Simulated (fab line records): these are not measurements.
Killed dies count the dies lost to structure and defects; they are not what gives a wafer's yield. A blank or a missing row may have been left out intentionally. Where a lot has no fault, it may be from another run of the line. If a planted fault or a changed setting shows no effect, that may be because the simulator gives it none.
Chamber matching	flow n5 finfet	N5_HKMG_FIN_ETCH_35 on rie diel-01: 4 sister chambers
The step etches SOC in N2/H2, target depth 215.8 nm, time 243.4 s. 16 wafers are shown with their chamber, then 7 later ones without.

## WAFERS PAIRED WITH THEIR CHAMBERS
wafer	chamber	drypump motor current A (A)	showerhead plenum p Torr (Torr)	throttle valve pct (%)
L696.4	0	6.3	2.64	17.62
L696.5	3	6.3	2.63	17.65
L696.6	0	6.4	2.64	17.65
L698.3	0	6.4	2.64	17.66
L698.4	3	6.3	2.62	17.68
L698.6	0	6.4	2.64	17.65
L699.2	3	6.3	2.62	17.65
L699.6	2	5.2	2.60	18.22
L702.2	1	5.7	2.70	17.84
L702.3	3	6.3	2.62	17.67
L702.5	3	6.3	2.62	17.69
L713.3	1	5.7	2.69	17.89
L713.4	3	6.3	2.61	17.71
L713.5	2	5.2	2.59	17.79
L715.1	3	6.3	2.61	17.73
L715.4	0	6.3	2.62	17.71

SIGNATURES (means of the wafers above)
reading	chamber 0	chamber 1	chamber 2	chamber 3	scatter within a chamber
drypump motor current A	6.360	5.700	5.200	6.300	0.0316
showerhead plenum p Torr	2.6360	2.6950	2.5950	2.6186	0.00767
throttle valve pct	17.6580	17.8650	18.0050	17.6829	0.0928
Rule: for each reading, subtract the chamber's mean from the wafer's reading, divide by that reading's scatter and square the result; add these up over the readings and take the root, which gives the wafer's distance from the chamber. If the next closest chamber is less than 2 further off than the closest, the wafer can't be placed; otherwise it belongs to the closest. The scatter is the square root of a quotient: the sum, over the shown wafers, of each reading's squared deviation from its chamber's mean, divided by wafers minus chambers.

## WAFERS WITH NO CHAMBER GIVEN
wafer	drypump motor current A (A)	showerhead plenum p Torr (Torr)	throttle valve pct (%)
L715.5	6.3	2.61	17.76
L717.2	6.3	2.60	17.76
L717.3	6.3	2.62	17.72
L717.6	5.7	2.69	17.90
L719.2	6.3	2.60	17.75
L719.3	5.3	2.59	17.80
L719.5	5.7	2.69	17.91

## WHICH CHAMBER EACH WENT THROUGH
wafer	from the rows above	in truth
L715.5	3	3
L717.2	3	3
L717.3	3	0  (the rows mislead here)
L717.6	1	1
L719.2	3	3
L719.3	2	2
L719.5	1	1
Correctly placed: 6 of 7. Left unplaced by these rows: 0. 1 placed wrongly.
